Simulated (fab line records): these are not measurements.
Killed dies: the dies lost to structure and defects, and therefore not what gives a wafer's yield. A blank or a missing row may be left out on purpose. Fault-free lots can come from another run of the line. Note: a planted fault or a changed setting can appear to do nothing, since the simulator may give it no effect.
Matching of chambers	flow n5_finfet	3 sister chambers for N5_BEOL_M9_DEP_56 on pecvd-01
The step deposits SiCN from 3MS/NH3, target thk 15 nm, time 26.5 s. 16 wafers are shown with their chamber, then 8 later ones without.

== EACH WAFER AND ITS CHAMBER ==
wafer	chamber	throttle_valve_pct (%)	showerhead_plenum_p_Torr (Torr)	rf_fwd_power_W (W)
L088.2	0	8.9	3.649	201.4
L088.5	2	8.5	3.669	200.8
L088.6	1	9.9	3.688	200.6
L084.1	1	9.9	3.689	199.9
L084.5	2	8.4	3.680	199.6
L084.6	1	9.6	3.681	200.7
L087.1	0	9.3	3.654	200.5
L087.2	2	8.2	3.669	199.9
L087.6	1	9.7	3.691	201.1
L089.3	0	8.9	3.661	200.5
L089.4	1	9.5	3.689	201.5
L089.5	2	8.5	3.668	201.4
L093.1	2	8.4	3.667	201.0
L093.2	1	9.6	3.702	200.4
L093.3	0	9.0	3.647	199.7
L096.1	0	9.3	3.649	200.3

SIGNATURES, as means of the wafers listed above
reading	chamber 0	chamber 1	chamber 2	scatter within a chamber
throttle_valve_pct	9.080	9.700	8.400	0.168
showerhead_plenum_p_Torr	3.65200	3.69000	3.67060	0.00603
rf_fwd_power_W	200.480	200.700	200.540	0.641
Rule: for each reading, subtract the chamber's mean from the wafer's reading, divide by that reading's scatter and square the result; add these up over the readings and take the root, which gives the wafer's distance from the chamber. The wafer belongs to the nearest chamber; if the next one is less than 2 further off, it can't be placed. The scatter: the root of (the sum of the squares of (reading less its chamber's mean) over the shown wafers, divided by (wafers less chambers)).

== WAFERS WHOSE CHAMBER IS MISSING ==
wafer	throttle_valve_pct (%)	showerhead_plenum_p_Torr (Torr)	rf_fwd_power_W (W)
L096.2	9.5	3.684	201.4
L096.4	9.3	3.661	200.6
L095.2	9.1	3.664	200.1
L095.4	9.7	3.689	200.3
L095.5	8.7	3.679	199.7
L097.4	8.8	3.652	201.6
L097.5	9.6	3.692	200.9
L097.6	8.8	3.685	199.6

== CHAMBER TAKEN BY EACH ==
wafer	from the rows above	in truth
L096.2	1	1
L096.4	0	0
L095.2	0	0
L095.4	1	1
L095.5	2	2
L097.4	can't be placed: 0 or 2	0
L097.5	1	1
L097.6	2	2
Correctly placed: 7 of 8. Not placeable from these rows: 1 (in 1, the candidates include the true chamber). 0 placed wrongly.
